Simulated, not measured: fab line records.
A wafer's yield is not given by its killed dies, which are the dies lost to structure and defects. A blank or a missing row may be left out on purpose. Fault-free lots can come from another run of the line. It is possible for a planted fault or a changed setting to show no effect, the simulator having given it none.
fab line records	flow n5_finfet
[record] lots = 6	wafers = 18	last_day = 17
route steps=1938 shown BEOL_M12@1627
lots with no fault: from the same line, run without faults
start_h: start of the lot's first displayed wafer, in hours after the record's first day	wait_h: how many hours have passed since the lot's step before this one	" the same as in the row above	L1.1+2: a row that stands for several wafers	- either no value or no given start	* or withheld: withheld	< > ~ a bound
route shown NAME@n: NAME is a module with steps in the file, n the number in the route of the first one	usual: the fault-free wafers' mean and standard deviation	same: alike in all rows	chamber/n: place in a boat	sites: the reading at each site	_std_site: the standard deviation of these	_edge_site: inner sites' mean taken away from outer sites' mean	radius_mm: for every site, how far away it sits from the centre of the wafer	mask NAME#n: copy n	behind: tool/chamber where the wafer was last shaped	hold: what put the lot on hold/how long, in hours/how the hold closed	device: whichever transistor did not switch (one of n, p or np)	end of line: tests of these same wafers at the route's end	where a step has no rows: the recipe by itself	killed: the dies lost at the first sort to structure and to defects; this is not the yield of the wafer	map: a wafer's dies, x killed, . not, _ none there
set.NAME: the run value of the setting; set.NAME@STEP: its run value at that earlier step	model.NAME: the simulator's own value behind a step, which no gauge read
lots seen at some steps along the route; tables by step, rows by wafer
services: a tool's chamber out of use, with start hour (start_h, from the record's first day; less than 0 if before it), hours out, and reason
[[steps]]
[step N5_BEOL_M12_SOFTBAKE_23]
[recipe] temp_c = 130	time_s = 60
[step N5_BEOL_M12_EXPOSE_25]
[recipe] mask_id = M12	na = 0.93	source_shape = conventional	sigma_outer = 0.4	polarization = unpolarized	dose_mj = 21.8
[step N5_BEOL_M12_PEB_26]
[recipe] peb_temp_c = 130	peb_time_s = 90
[step N5_BEOL_M12_DEVELOP_27]
[recipe] develop_time_s = 45	rinse_liquid = diw	dry = air_spin	dev_temp_c = 21
[step N5_BEOL_M12_HARDBAKE_32]
[recipe] temp_c = 130	time_s = 120
[step N5_BEOL_M12_CD_MEAS_28]
[recipe] target_cd_nm = 160.2	landing_energy_ev = 500	detector = se_inlens	polarity = opening
[usual] cd_nm = 160.5/1.3
lot.wafer	tool	chamber	start_h	wait_h	cd_nm
L381.1	cd_sem-03	0	247.81	-	156.8
L381.2	"	0	"	"	160.6
L381.5	"	0	"	"	159.0
L392.1	cd_sem-03	0	305.20	-	163.1
L392.3	"	0	"	"	163.7
L392.6	"	0	"	"	162.6
L395.1	cd_sem-01	0	328.88	-	159.2
L395.2	"	0	"	"	160.5
L395.6	"	0	"	"	161.1
L397.1	cd_sem-01	0	337.33	-	160.2
L397.3	"	0	"	"	159.4
L397.6	"	0	"	"	157.9
L398.2	cd_sem-02	0	346.39	-	161.3
L398.3	"	0	"	"	160.3
L398.6	"	0	"	"	160.1
L401.1	cd_sem-01	0	368.81	-	163.4
L401.2	"	0	"	"	161.7
L401.6	"	0	"	"	161.7
[step N5_BEOL_M12_OVL_MEAS_29]
[recipe] points_per_wafer = 44
[usual] M12_OVL = -4/4.9
lot.wafer	tool	chamber	start_h	wait_h	M12_OVL[nm]
L381.1	overlay-01	0	247.84	0.0	-7
L381.2	"	0	"	"	-8
L381.5	"	0	"	"	-4
L392.1	overlay-02	0	305.23	0.0	-3
L392.3	"	0	"	"	-5
L392.6	"	0	"	"	-4
L395.1	overlay-02	0	328.91	0.0	-6
L395.2	"	0	"	"	-9
L395.6	"	0	"	"	-7
L397.1	overlay-02	0	337.36	0.0	-1
L397.3	"	0	"	"	-1
L397.6	"	0	"	"	0
L398.2	overlay-02	0	346.42	0.0	-5
L398.3	"	0	"	"	-6
L398.6	"	0	"	"	1
L401.1	overlay-01	0	368.84	0.0	-11
L401.2	"	0	"	"	-8
L401.6	"	0	"	"	-12
[step N5_BEOL_M12_INSPECT_30]
[recipe] mode = adi	inspect_instrument = macro
[usual] raw_defect_count = 2.2/1.4
lot.wafer	tool	chamber	start_h	wait_h	raw_defect_count
L381.1	defect_inspect-01	-	247.86	0.0	3
L381.2	"	-	"	"	2
L381.5	"	-	"	"	5
L392.1	defect_inspect-01	-	305.26	0.0	2
L392.3	"	-	"	"	3
L392.6	"	-	"	"	3
L395.1	defect_inspect-01	-	328.94	0.0	3
L395.2	"	-	"	"	3
L395.6	"	-	"	"	4
L397.1	defect_inspect-02	-	337.38	0.0	1
L397.3	"	-	"	"	1
L397.6	"	-	"	"	3
L398.2	defect_inspect-02	-	346.44	0.0	2
L398.3	"	-	"	"	1
L398.6	"	-	"	"	6
L401.1	defect_inspect-01	-	368.86	0.0	0
L401.2	"	-	"	"	0
L401.6	"	-	"	"	2
[step N5_BEOL_M12_DESCUM_33]
[recipe] chemistry = O2	time_s = 7.9	source_power_w = 50	bias_power_w = 20	pressure_mtorr = 20	rf_frequency_hz = 2.712e+07	temp_c = 40	o2_flow_sccm = 225
[step N5_BEOL_M12_ETCH_67]
[recipe] chemistry = CF4	target = SiARC	target_depth_a = 1430	time_s = 238.3	ion_energy_ev = 80	pressure_mtorr = 40	source_w = 545	bias_w = 36	Ar_flow_sccm = 100	cf4_flow_sccm = 100	ends = cleared
[step N5_BEOL_M12_ETCH_68]
[recipe] chemistry = N2/H2	target = SOC	mask_material = SiARC	source_w = 3000	bias_w = 350	temp_c = 40	time_s = 285	ion_energy_ev = 200	pressure_mtorr = 30	n2_flow_sccm = 200	h2_flow_sccm = 200
[usual] chamber_pressure_mTorr = 29.998/0.025	drypump_motor_current_A = 5.7/0.48	oes_product_au = 0.81/0.069	rf_vpp_V = 524.4/2.9	showerhead_plenum_p_Torr = 2.56/0.097	throttle_valve_pct = 17.71/0.26
lot.wafer	tool	chamber	start_h	wait_h	chamber_pressure_mTorr	drypump_motor_current_A	oes_product_au	rf_hours_counter_h	rf_vpp_V	showerhead_plenum_p_Torr	throttle_valve_pct
L381.1	rie_diel-04	1	248.08	0.1	30.000	5.8	0.80	102	520.8	2.47	17.94
L381.2	"	3	"	"	30.004	5.0	0.83	84	525.0	2.57	17.81
L381.5	"	0	"	"	29.976	5.0	0.70	-	518.5	2.41	17.90
L392.1	rie_diel-05	3	305.74	0.1	30.009	5.7	0.80	78	521.8	2.47	18.08
L392.3	"	0	"	"	30.010	5.7	0.74	174	527.0	2.64	17.85
L392.6	"	0	"	"	29.958	5.7	0.74	-	527.7	2.64	17.84
L395.1	rie_diel-05	3	329.15	0.1	30.004	5.7	0.80	85	522.1	2.47	18.09
L395.2	"	0	"	"	30.017	5.7	0.74	182	527.4	2.63	17.86
L395.6	"	2	"	"	29.998	5.8	0.85	-	521.5	2.48	17.55
L397.1	rie_diel-05	3	337.88	0.1	30.007	5.7	0.80	88	522.2	2.47	18.09
L397.3	"	0	"	"	30.003	5.7	0.73	185	529.4	2.63	17.88
L397.6	"	0	"	"	30.031	5.7	0.73	-	526.2	2.63	17.87
L398.2	rie_diel-02	3	346.66	0.1	29.998	5.3	0.77	134	522.7	2.55	17.88
L398.3	"	0	"	"	30.026	6.8	0.88	42	527.0	2.70	17.17
L398.6	"	0	"	"	29.965	6.8	0.88	-	527.3	2.70	17.18
L401.1	rie_diel-04	2	369.09	0.1	29.981	6.0	0.80	113	522.9	2.56	17.51
L401.2	"	1	"	"	30.025	5.9	0.76	143	521.4	2.45	18.01
L401.6	"	1	"	"	30.069	5.8	0.77	-	520.7	2.45	18.02
[step N5_BEOL_M12_STRIP_69]
[recipe] chemistry = N2/H2	temp_c = 40	n2_flow_sccm = 200	h2_flow_sccm = 200	rf_frequency_hz = 6e+07
[step N5_BEOL_M12_TRENCH_ETCH_34]
[recipe] chemistry = C4F8/O2/Ar	target = SiOC	target_depth_a = 3189.5	mask_material = SOC	pressure_mtorr = 30	source_w = 3000	bias_w = 700	Ar_flow_sccm = 400	C4F8_flow_sccm = 15	O2_flow_sccm = 8	he_inner_torr = 15	he_outer_torr = 30	time_s = 125.5	ion_energy_ev = 250
[usual] O2_flow_sccm = 8.000/0.026	chamber_pressure_mTorr = 29.999/0.027	drypump_motor_current_A = 5.7/0.48	oes_product_au = 0.80/0.068	rf_vpp_V = 666/3.4	showerhead_plenum_p_Torr = 3.43/0.12	throttle_valve_pct = 24.11/0.26
lot.wafer	tool	chamber	start_h	wait_h	O2_flow_sccm	chamber_pressure_mTorr	drypump_motor_current_A	oes_product_au	rf_hours_counter_h	rf_vpp_V	showerhead_plenum_p_Torr	throttle_valve_pct	model.etch.depth_nm
L381.1	rie_diel-04	1	248.26	0.0	8.031	29.990	5.9	0.79	102	663	3.31	24.31	317.7
L381.2	"	3	"	"	7.965	30.016	5.0	0.82	84	665	3.43	24.16	323.1
L381.5	"	0	"	"	8.017	29.981	5.1	0.70	-	660	3.23	24.21	312
L392.1	rie_diel-05	3	305.92	0.0	8.025	30.023	5.7	0.81	78	662	3.31	24.42	315.8
L392.3	"	0	"	"	8.019	30.003	5.7	0.75	174	667	3.54	24.36	314.1
L392.6	"	0	"	"	8.018	29.982	5.7	0.74	-	669	3.54	24.35	311.4
L395.1	rie_diel-05	3	329.33	0.0	7.952	29.999	5.7	0.80	85	663	3.31	24.46	307.9
L395.2	"	0	"	"	7.975	29.978	5.7	0.73	182	668	3.54	24.35	308.9
L395.6	"	2	"	"	7.970	29.977	5.8	0.84	-	664	3.34	24.01	315.3
L397.1	rie_diel-05	3	338.06	0.0	8.000	29.990	5.6	0.80	88	662	3.31	24.44	305
L397.3	"	0	"	"	7.973	29.962	5.7	0.74	185	669	3.54	24.37	312.2
L397.6	"	0	"	"	8.007	29.983	5.7	0.73	-	669	3.54	24.35	308.2
L398.2	rie_diel-02	3	346.84	0.0	8.005	29.983	5.3	0.76	134	665	3.43	24.23	320
L398.3	"	0	"	"	7.980	30.039	6.8	0.87	42	671	3.60	23.65	319.8
L398.6	"	0	"	"	8.002	29.917	6.8	0.86	-	668	3.60	23.66	318.4
L401.1	rie_diel-04	2	369.27	0.0	7.995	29.996	6.0	0.81	113	667	3.42	23.85	324.5
L401.2	"	1	"	"	8.005	29.988	5.8	0.75	143	661	3.29	24.33	316.1
L401.6	"	1	"	"	7.985	29.996	5.8	0.75	-	662	3.29	24.34	316.2
[step N5_BEOL_M12_STRIP_70]
[recipe] chemistry = C4F8/O2/Ar	resist = SiARC	rf_frequency_hz = 6e+07
[step N5_BEOL_M12_OCD_MEAS_35]
[usual] trench_depth_nm = 319/5
lot.wafer	tool	chamber	start_h	wait_h	trench_depth_nm
L381.1	ocd-02	-	248.42	0.0	318
L381.2	"	-	"	"	323
L381.5	"	-	"	"	312
L392.1	ocd-01	-	306.07	0.0	316
L392.3	"	-	"	"	314
L392.6	"	-	"	"	311
L395.1	ocd-01	-	329.49	0.0	308
L395.2	"	-	"	"	309
L395.6	"	-	"	"	315
L397.1	ocd-02	-	338.21	0.0	305
L397.3	"	-	"	"	312
L397.6	"	-	"	"	308
L398.2	ocd-01	-	346.99	0.0	320
L398.3	"	-	"	"	319
L398.6	"	-	"	"	319
L401.1	ocd-02	-	369.43	0.0	325
L401.2	"	-	"	"	316
L401.6	"	-	"	"	316
[step N5_BEOL_M12_STRIP_37]
[recipe] chemistry = N2/H2	power_w = 1000	temp_c = 250	h2_frac = 0.65	overash_fraction = 0.3	pressure_mtorr = withheld	n2_flow_sccm = 1750	h2_flow_sccm = 3250
[step N5_BEOL_M12_ETCH_38]
[recipe] chemistry = CF4/N2	target = SiCN	target_depth_a = 687	taper_deg = 2	time_s = 73.4	ion_energy_ev = 150	mask_material = SiO2	pressure_mtorr = 40	source_w = 430	bias_w = 70	Ar_flow_sccm = 100	cf4_flow_sccm = 60	n2_flow_sccm = 60
[usual] chamber_pressure_mTorr = 39.99/0.038	drypump_motor_current_A = 5.7/0.48	oes_product_au = 0.82/0.071	rf_vpp_V = 382.9/2.2	showerhead_plenum_p_Torr = 2.23/0.081	throttle_valve_pct = 15.35/0.24
lot.wafer	tool	chamber	start_h	wait_h	chamber_pressure_mTorr	drypump_motor_current_A	oes_product_au	rf_hours_counter_h	rf_vpp_V	showerhead_plenum_p_Torr	throttle_valve_pct
L381.1	rie_diel-02	0	250.05	-	39.97	6.8	0.95	6	386.4	2.35	14.88
L381.2	"	1	"	"	39.93	5.9	0.71	219	379.1	2.10	15.59
L381.5	"	3	"	"	39.97	5.3	0.79	-	380.6	2.23	15.39
L392.1	rie_diel-05	3	310.93	-	40.02	5.7	0.81	79	379.9	2.14	15.66
L392.3	"	1	"	"	40.02	5.9	0.78	114	383.2	2.22	15.11
L392.6	"	3	"	"	39.96	5.6	0.81	-	380.4	2.14	15.67
L395.1	rie_diel-02	2	330.39	-	40.09	5.6	0.84	96	385.4	2.31	15.55
L395.2	"	1	"	"	40.02	5.9	0.69	248	378.2	2.09	15.65
L395.6	"	3	"	"	39.96	5.3	0.77	-	382.6	2.22	15.42
L397.1	rie_diel-02	0	338.40	-	40.09	6.8	0.87	38	385.8	2.34	14.95
L397.3	"	2	"	"	39.93	5.6	0.84	100	385.1	2.31	15.57
L397.6	"	2	"	"	40.02	5.6	0.84	-	385.3	2.31	15.57
L398.2	rie_diel-04	1	348.80	-	40.03	5.9	0.76	136	380.3	2.12	15.59
L398.3	"	0	"	"	39.90	5.1	0.90	23	386.5	2.34	15.15
L398.6	"	1	"	"	39.97	5.9	0.76	-	380.6	2.12	15.59
L401.1	rie_diel-05	3	372.58	-	40.03	5.7	0.79	101	379.8	2.13	15.70
L401.2	"	0	"	"	39.97	5.7	0.71	196	383.7	2.28	15.64
L401.6	"	3	"	"	39.98	5.6	0.78	-	381.0	2.13	15.71
[step N5_BEOL_M12_PRECLEAN_39]
[recipe] chemistry = residue_remover	time_s = 60	temp_c = 40
[step N5_BEOL_M12_SRD_40]
[recipe] time_s = 30	temp_c = 23	rinse_liquid = diw	dry = n2_spin	spin_rpm = 1500	dry_time_s = 30
[step N5_BEOL_M12_DEGAS_41]
[recipe] ambient = vacuum	temp_c = 250	time_s = 60
[step N5_BEOL_M12_PRE_CLEAN_42]
[recipe] gas = H2/He	time_s = 30	temp_c = 250
[usual] heater_power_w = 364/33
lot.wafer	tool	chamber	start_h	wait_h	heater_power_w
L381.1	pvd_sputter-03	-	250.65	0.0	402
L381.2	"	-	"	"	328
L381.5	"	-	"	"	352
L392.1	pvd_sputter-03	-	311.73	0.0	399
L392.3	"	-	"	"	352
L392.6	"	-	"	"	347
L395.1	pvd_sputter-02	-	330.70	0.0	360
L395.2	"	-	"	"	434
L395.6	"	-	"	"	355
L397.1	pvd_sputter-02	-	339.76	0.0	352
L397.3	"	-	"	"	370
L397.6	"	-	"	"	374
L398.2	pvd_sputter-03	-	349.48	0.0	345
L398.3	"	-	"	"	415
L398.6	"	-	"	"	342
L401.1	pvd_sputter-03	-	373.34	0.0	328
L401.2	"	-	"	"	400
L401.6	"	-	"	"	349
[step N5_BEOL_M12_SPUTTER_43]
[recipe] material = TaN	target_thk_a = 150	temp_c = 50	bias_v = 168.6	power_w = 15000	chamber_pressure_pa = 0.12	time_s = 24.19
[usual] chamber_pressure_pa = 0.11998/0.00022	throttle_valve_pct = 30.0/1.1
lot.wafer	tool	chamber	start_h	wait_h	chamber_pressure_pa	throttle_valve_pct
L381.1	pvd_sputter-03	-	250.69	0.0	0.12006	28.1
L381.2	"	-	"	"	0.12016	30.3
L381.5	"	-	"	"	0.12014	29.3
L392.1	pvd_sputter-03	-	311.77	0.0	0.11987	28.2
L392.3	"	-	"	"	0.11983	29.4
L392.6	"	-	"	"	0.12015	29.5
L395.1	pvd_sputter-02	-	330.74	0.0	0.11988	29.6
L395.2	"	-	"	"	0.11992	31.4
L395.6	"	-	"	"	0.11965	30.0
L397.1	pvd_sputter-02	-	339.80	0.0	0.11996	29.9
L397.3	"	-	"	"	0.11978	31.0
L397.6	"	-	"	"	0.1201	31.2
L398.2	pvd_sputter-03	-	349.52	0.0	0.12009	29.4
L398.3	"	-	"	"	0.11995	28.1
L398.6	"	-	"	"	0.11986	29.5
L401.1	pvd_sputter-03	-	373.38	0.0	0.12012	30.0
L401.2	"	-	"	"	0.11961	27.9
L401.6	"	-	"	"	0.11989	29.2
[step N5_BEOL_M12_SPUTTER_44]
[recipe] material = Ta	target_thk_a = 100	temp_c = 50	bias_v = 80	power_w = 15000	chamber_pressure_pa = 0.07	time_s = 16.13
[step N5_BEOL_M12_SPUTTER_45]
[recipe] material = Cu	target_thk_a = 800	temp_c = -20	bias_v = 60	power_w = 26000	chamber_pressure_pa = 0.13	time_s = 13.33
[usual] chamber_pressure_pa = 0.12998/0.00027	throttle_valve_pct = 30.0/1.1
lot.wafer	tool	chamber	start_h	wait_h	chamber_pressure_pa	throttle_valve_pct
L381.1	pvd_sputter-03	-	250.85	0.0	0.13013	27.9
L381.2	"	-	"	"	0.12977	30.2
L381.5	"	-	"	"	0.12955	29.3
L392.1	pvd_sputter-03	-	311.93	0.0	0.12993	27.8
L392.3	"	-	"	"	0.13035	29.6
L392.6	"	-	"	"	0.12985	29.1
L395.1	pvd_sputter-02	-	330.90	0.0	0.12998	30.0
L395.2	"	-	"	"	0.12954	31.5
L395.6	"	-	"	"	0.12989	29.8
L397.1	pvd_sputter-02	-	339.96	0.0	0.12962	29.9
L397.3	"	-	"	"	0.12997	31.3
L397.6	"	-	"	"	0.13012	31.1
L398.2	pvd_sputter-03	-	349.68	0.0	0.13001	29.7
L398.3	"	-	"	"	0.12955	27.8
L398.6	"	-	"	"	0.12969	29.6
L401.1	pvd_sputter-03	-	373.54	0.0	0.13043	30.0
L401.2	"	-	"	"	0.13047	28.0
L401.6	"	-	"	"	0.13072	29.3
[step N5_BEOL_M12_ECD_47]
[recipe] material = Cu	target_thk_a = 7200
[step N5_BEOL_M12_ANNEAL_48]
[recipe] temp_c = 225	time_s = 90	ambient = N2
[step N5_BEOL_M12_CMP_49]
[recipe] stop_on = SiOC	t_overpolish_s = 20.6	down_force_psi = 1	platen_rpm = 50	clearing_platen_down_force_psi = 1.5	clearing_platen_rpm = 50	post_cmp_clean = cu_alkaline	target_thk_nm = 320	clearing_platen_pad_velocity_m_s = 0.99484	pad_velocity_m_s = 0.99484
[usual] barrier_field_endpoint_s = 30.0/0.69	clearing_platen_rpm = 50.000/0.026	motor_current_A = 6.2/0.47	overpolish_run_s = 20.600/0.0094
lot.wafer	tool	chamber	start_h	wait_h	barrier_field_endpoint_s	clearing_platen_rpm	motor_current_A	overpolish_run_s	model.Cu_of_BEOL_M12_ECD_47.thk_nm
L381.1	cmp-03	2	251.65	0.3	29.2	49.988	5.8	20.595	318.2
L381.2	"	0	"	"	30.0	50.010	7.1	20.599	325.2
L381.5	"	3	"	"	29.3	50.033	6.6	20.602	313.6
L392.3	cmp-01	3	312.52	0.2	28.7	49.981	5.9	20.606	312.2
L392.1	"	0	"	"	28.7	49.990	6.5	20.603	314.2
L392.6	"	3	"	"	29.1	49.988	5.6	20.591	310.4
L395.1	cmp-04	1	331.49	0.3	30.6	50.015	5.7	20.599	309.6
L395.2	"	2	"	"	30.1	50.001	6.0	20.597	310
L395.6	"	0	"	"	29.9	50.036	6.6	20.611	316.8
L397.3	cmp-04	2	340.52	0.2	29.4	50.033	6.1	20.606	310.6
L397.1	"	3	"	"	30.8	49.988	6.2	20.592	305.2
L397.6	"	2	"	"	30.0	49.985	5.8	20.595	307.2
L398.3	cmp-04	0	350.31	0.2	29.8	49.962	6.4	20.605	318.4
L398.2	"	1	"	"	29.5	49.946	5.6	20.605	319.8
L398.6	"	2	"	"	30.2	49.994	6.4	20.603	317.4
L401.2	cmp-04	0	374.10	0.2	30.0	50.018	6.4	20.590	317.4
L401.1	"	1	"	"	29.5	49.973	5.7	20.593	323.8
L401.6	"	1	"	"	29.6	49.963	5.6	20.590	317
[step N5_BEOL_M12_THK_MEAS_50]
[recipe] thk_meas_gauge = xrf	reads = Cu_of_BEOL_M12_ECD_47
[usual] M12_THK = 327/5.6
lot.wafer	tool	chamber	start_h	wait_h	M12_THK[nm]
L381.1	film_metro-01	-	251.94	-	329
L381.2	"	-	"	"	335
L381.5	"	-	"	"	323
L392.1	film_metro-01	-	312.78	-	322
L392.3	"	-	"	"	321
L392.6	"	-	"	"	318
L395.1	film_metro-02	-	331.75	-	316
L395.2	"	-	"	"	318
L395.6	"	-	"	"	323
L397.1	film_metro-02	-	340.83	0.2	314
L397.3	"	-	"	"	318
L397.6	"	-	"	"	316
L398.2	film_metro-01	-	350.53	-	327
L398.3	"	-	"	"	325
L398.6	"	-	"	"	324
L401.1	film_metro-01	-	374.39	-	335
L401.2	"	-	"	"	329
L401.6	"	-	"	"	327
[[services]]
tool	chamber	start_h	hours	kind
cmp-03	-	224.84	4.0	pm
cmp-04	-	232.42	0.5	repair
rie_diel-04	0	233.87	4.2	repair
rie_diel-04	2	248.81	4.0	repair
rie_diel-04	0	271.54	-	clean
rie_diel-04	0	271.54	-	consumable_replace:focus_ring
rie_diel-04	0	271.54	-	consumable_replace:showerhead
rie_diel-04	0	271.54	20.0	scheduled_down
rie_diel-04	0	271.54	20.0	vent_cycle
cmp-03	-	272.84	2.9	pm
cmp-04	-	274.05	1.2	repair
cmp-01	-	276.34	4.0	pm
cmp-04	-	295.26	1.5	repair
rie_diel-04	1	302.10	15.4	repair
rie_diel-02	1	334.44	8.8	repair
cmp-04	-	340.19	0.3	repair
cmp-04	-	341.00	4.3	pm
rie_diel-02	1	343.50	-	clean
cmp-03	-	344.57	11.1	repair
cmp-01	-	346.59	6.5	pm
cmp-01	-	355.65	0.8	repair
rie_diel-02	0	357.09	4.7	repair
cmp-04	-	367.23	1.3	repair
pvd_sputter-02	-	372.77	2.3	repair
[[key]]
first_sign none at tools or gauges
[model_effect] step = N5_BEOL_M12_TRENCH_ETCH_34	value = etch.depth_nm	without = 317.3	struck = 306.4
[model_effect] step = N5_BEOL_M12_CMP_49	value = Cu_of_BEOL_M12_ECD_47.thk_nm	without = 318.2	struck = 307.4
met_at N5_BEOL_M12_TRENCH_ETCH_34
struck_wafers L395.1,L397.1
onset_between 305.92 329.33
[fault] kind = process_parameter_drift	tool = rie_diel-05	chamber = -	onset_h = 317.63	steps = N5_BEOL_M12_TRENCH_ETCH_34	channel = target_depth_a	offset = -108.96	shape = step	end_h = 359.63	scope = struck_wafers_only	acts_in = these_recipes_only	stated = 3189.5
